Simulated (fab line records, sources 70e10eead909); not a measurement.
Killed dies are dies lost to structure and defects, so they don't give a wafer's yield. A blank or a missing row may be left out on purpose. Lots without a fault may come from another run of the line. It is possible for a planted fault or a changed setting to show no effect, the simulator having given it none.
Comparing a struck lot with a sound one | flow nand-harc | 29 out of 1159 route steps
Sound: the wafers L827.3, L827.4, L827.6. Struck: wafers L817.1, L817.3, L817.5. The cause is given at the end.
Each step with rows lists, per side, the tool, then ch with its chambers, then its first start. Under that, the readings that differ: sound wafers | struck wafers | difference of the means | sigmas: that difference in standard deviations of wafers without a fault.
alike: same words and numbers on both sides, and readings whose means sit less than 2 such deviations apart. not compared: any withheld reading, any reading some wafer has no value for, any bound like >300 that may hide the same value, and any number with overlapping values for which the record gives no deviation.
A row with sigmas, a row that says differs or no value, or rows on one side alone: a step with any of these is where the two part. When numbers do not overlap yet have no deviation, they are printed without sigmas and do not part them. A reading that every wafer of one side lacks parts them only if that side has two wafers or more.

first, 1 step without rows for these wafers: NHARC_A_CHANNEL_HOLE_D1_DEVELOP_09 (develop time 35 s).
NHARC_A_CHANNEL_HOLE_D1_CD_MEAS_10: the cd target is 100 nm.
  sound on cd-sem-03 ch 0, day 12 11:04; struck on cd-sem-01 ch 0, day 9 21:53
  alike: cd-nm
NHARC_A_CHANNEL_HOLE_D1_OVL_MEAS_11:
  struck on overlay-01, day 9 21:58; sound on overlay-02, day 12 11:09
  alike: overlay-x-nm, overlay-y-nm
NHARC_A_CHANNEL_HOLE_D1_INSPECT_12:
  struck on defect-inspect-02, day 9 22:01; sound on defect-inspect-02, day 12 11:11
  reading          | sound   | struck | difference | sigmas
  raw-defect-count | 6 11 10 | 5 2 4  | -5         | -2
then, 5 steps without rows for these wafers: NHARC_A_CHANNEL_HOLE_D1_DESCUM_15 (chemistry O2, time 3 s); NHARC_A_CHANNEL_HOLE_D1_ETCH_38 (etches the open film in CF4, target depth 39 nm, time 65 s); NHARC_A_CHANNEL_HOLE_D1_ETCH_39 (etches the open film in N2/H2, target depth 260 nm, time 325 s); NHARC_A_CHANNEL_HOLE_D1_ETCH_34 (etches the open film in CF4/CHF3, target depth 154 nm, time 77 s); NHARC_A_CHANNEL_HOLE_D1_ETCH_16 (etches the open film in O2/COS, target depth 3100 nm, time 806 s).
NHARC_A_CHANNEL_HOLE_D1_CD_MEAS_18:
  struck on cd-sem-01, day 9 23:10; sound on cd-sem-02, day 12 12:22
  alike: cd-nm
NHARC_A_CHANNEL_HOLE_D1_ETCH_19: etches the open film in C4F8/O2/Ar, time 34.5 s.
  sound on har-etch-01 ch 0,1, day 12 13:49; struck on har-etch-02 ch 0,1, day 9 23:15
  alike: bias-v, c4f8-flow-sccm, drypump-motor-current-A, rf-fwd-power-W, showerhead-plenum-p-Torr, throttle-valve-pct
  not compared: rf-hours-counter-h
NHARC_A_CHANNEL_HOLE_D1_ETCH_20: etches the open film in C4F8/O2/Ar, time 361.9 s, target depth 1600 nm.
  sound on har-etch-01 ch 0,1, day 12 13:59; struck on har-etch-02 ch 0,1, day 9 23:22
  alike: c4f8-flow-sccm, chamber-pressure-mTorr, drypump-motor-current-A, showerhead-plenum-p-Torr, throttle-valve-pct
  not compared: rf-hours-counter-h
NHARC_A_CHANNEL_HOLE_D1_ETCH_21: etches the open film in C4F8/O2/Ar, time 514.3 s, target depth 1600 nm.
  sound on har-etch-01 ch 0,1, day 12 14:20; struck on har-etch-02 ch 0,1, day 9 23:40
  no value came back on the struck wafers for any of 5 readings (c4f8-flow-sccm (sccm), chamber-pressure-mTorr (mTorr) and others); on the sound wafers c4f8-flow-sccm (sccm) reads 89.47 88.95 89.43
  not compared: rf-hours-counter-h
NHARC_A_CHANNEL_HOLE_D1_ETCH_22: etches the open film in C4F8/O2/Ar, time 666.7 s, target depth 1600 nm.
  sound on har-etch-01 ch 0,1, day 12 14:49; struck on har-etch-02 ch 0,1, day 10 00:07
  alike: c4f8-flow-sccm, chamber-pressure-mTorr, drypump-motor-current-A, showerhead-plenum-p-Torr, throttle-valve-pct
  not compared: rf-hours-counter-h
then, 1 step without rows for these wafers: NHARC_A_CHANNEL_HOLE_D1_ETCH_23 (etches the open film in C4F8/O2/Ar, time 819 s, target depth 1600 nm).
NHARC_A_CHANNEL_HOLE_D1_ETCH_24: etches the open film in C4F8/O2/Ar, time 906.2 s, target depth 1500 nm.
  sound on har-etch-01 ch 0,1, day 12 16:08; struck on har-etch-02 ch 0,1, day 10 01:22
  alike: c4f8-flow-sccm, chamber-pressure-mTorr, drypump-motor-current-A, showerhead-plenum-p-Torr, throttle-valve-pct
  not compared: rf-hours-counter-h
then, 2 steps without rows for these wafers: NHARC_A_CHANNEL_HOLE_D1_ETCH_25 (etches the open film in C4F8/O2/Ar, time 1040.2 s, target depth 1500 nm); NHARC_A_CHANNEL_HOLE_D1_ETCH_26 (etches the open film in C4F8/O2/Ar, time 224.1 s, target depth 300 nm).
NHARC_A_CHANNEL_HOLE_D1_ETCH_33: etches the open film in C4F8/O2/Ar, time 90 s, target depth 400 nm.
  sound on har-etch-01 ch 0,1, day 12 17:48; struck on har-etch-02 ch 0,1, day 10 03:11
  alike: bias-v, c4f8-flow-sccm, drypump-motor-current-A, rf-fwd-power-W, showerhead-plenum-p-Torr, throttle-valve-pct
  not compared: rf-hours-counter-h
then, 3 steps without rows for these wafers: NHARC_A_CHANNEL_HOLE_D1_STRIP_41 (strips in N2/H2); NHARC_A_CHANNEL_HOLE_D1_STRIP_42 (strips in CF4/CHF3); NHARC_A_CHANNEL_HOLE_D1_STRIP_43 (strips in O2/COS).
NHARC_A_CHANNEL_HOLE_D1_ETCH_44: etches the open film in CF4/O2, target depth 140 nm, overetch 14 nm, time 77 s.
  sound on rie-diel-06 ch 1,3, day 12 18:32; struck on rie-diel-06 ch 1,2,3, day 10 04:44
  reading                            | sound            | struck            | difference | sigmas
  model.A_CHANNEL_HOLE_D1.cd-nm (nm) | 90.69 91.7 90.28 | 99.48 100.2 98.21 | +8.41      |
  alike: bias-w, cf4-flow-sccm, drypump-motor-current-A, oes-product-au, rf-fwd-power-W, rf-vpp-V, showerhead-plenum-p-Torr, throttle-valve-pct
  not compared: rf-hours-counter-h
then, 3 steps without rows for these wafers: NHARC_A_CHANNEL_HOLE_D1_STRIP_27 (strips in O2); NHARC_A_CHANNEL_HOLE_D1_PRECLEAN_28 (cleans in SC1); NHARC_A_CHANNEL_HOLE_D1_SRD_29.
NHARC_A_CHANNEL_HOLE_D1_CD_MEAS_30:
  struck on cd-sem-02, day 10 05:32; sound on cd-sem-02, day 12 19:27
  reading    | sound          | struck       | difference | sigmas
  cd-nm (nm) | 91.2 91.1 90.5 | 1.3 -0.2 0.3 | -90.5      | -60
NHARC_A_CHANNEL_HOLE_D1_XSEM_31:
  sound on xsem-02 ch 0, day 12 19:32; struck on xsem-02 ch 0, day 10 05:37
  reading        | sound          | struck         | difference | sigmas
  bot-cd-nm (nm) | 75.5 76.4 74.3 | 1.9 0.8 1.2    | -74.1      | -44
  bow-nm (nm)    | 8.64 8.79 8.81 | 0.37 0.37 0.37 | -8.38      | -32
  alike: tilt-deg
NHARC_A_CHANNEL_HOLE_D1_INSPECT_40:
  struck on defect-inspect-02, day 10 05:43; sound on defect-inspect-02, day 12 19:38
  alike: raw-defect-count

## WHERE THEY PART
First at NHARC_A_CHANNEL_HOLE_D1_INSPECT_12; last, within this record, at NHARC_A_CHANNEL_HOLE_D1_XSEM_31. Later steps at which nothing parts them and some readings are alike: NHARC_A_CHANNEL_HOLE_D1_INSPECT_40.

WHY: whatever the simulator had introduced
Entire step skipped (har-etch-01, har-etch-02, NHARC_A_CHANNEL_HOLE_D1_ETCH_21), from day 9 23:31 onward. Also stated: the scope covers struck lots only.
